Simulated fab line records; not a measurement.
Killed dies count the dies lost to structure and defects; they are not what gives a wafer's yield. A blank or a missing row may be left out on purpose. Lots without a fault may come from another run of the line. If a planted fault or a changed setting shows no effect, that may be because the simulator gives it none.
Matching of chambers + flow n5Finfet + N5_BEOL_M2_STRIP_66 on rieDiel-04 has 4 sister chambers
The step strips in CF4. 8 wafers are shown with their chamber, then 9 later ones without.

== WAFERS PAIRED WITH THEIR CHAMBERS ==
| wafer  | chamber | drypumpMotorCurrentA (A) | showerheadPlenumPTorr (Torr) |
|--------|---------|--------------------------|------------------------------|
| L081.1 | 3       | 6.0                      | 1.78                         |
| L081.3 | 0       | 5.9                      | 1.73                         |
| L083.5 | 3       | 6.0                      | 1.77                         |
| L084.3 | 0       | 5.9                      | 1.73                         |
| L084.6 | 2       | 5.3                      | 1.74                         |
| L085.2 | 1       | 5.4                      | 1.80                         |
| L085.4 | 2       | 5.4                      | 1.74                         |
| L085.5 | 1       | 5.4                      | 1.80                         |

== WAFERS WITHOUT THEIR CHAMBER ==
| wafer  | drypumpMotorCurrentA (A) | showerheadPlenumPTorr (Torr) |
|--------|--------------------------|------------------------------|
| L089.1 | 5.5                      | 1.80                         |
| L089.2 | 5.4                      | 1.74                         |
| L089.3 | 5.9                      | 1.73                         |
| L093.2 | 6.0                      | 1.77                         |
| L093.3 | 5.9                      | 1.73                         |
| L093.4 | 5.5                      | 1.80                         |
| L097.2 | 5.9                      | 1.72                         |
| L097.4 | 6.0                      | 1.77                         |
| L097.6 | 6.0                      | 1.77                         |

== WHICH CHAMBER EACH ONE RAN IN ==
| wafer  | from the rows above | in truth |
|--------|---------------------|----------|
| L089.1 | 1                   | 1        |
| L089.2 | 2                   | 2        |
| L089.3 | 0                   | 0        |
| L093.2 | 3                   | 3        |
| L093.3 | 0                   | 0        |
| L093.4 | 1                   | 1        |
| L097.2 | 0                   | 0        |
| L097.4 | 3                   | 3        |
| L097.6 | 3                   | 3        |
Correctly placed: 9 of 9. Can't be placed from these rows: 0. Number placed wrongly: 0.
How it was worked out, from the rows above alone: a wafer's distance from a chamber is the root of the sum, over the readings, of the square of ((its reading less the chamber's mean) divided by the reading's scatter). The wafer belongs to the nearest chamber; if the next one is less than 2 further off, it can't be placed. The mean given for a chamber averages the wafers shown for that chamber. The scatter: the root of (the sum of the squares of (reading less its chamber's mean) over the shown wafers, divided by (wafers less chambers)).
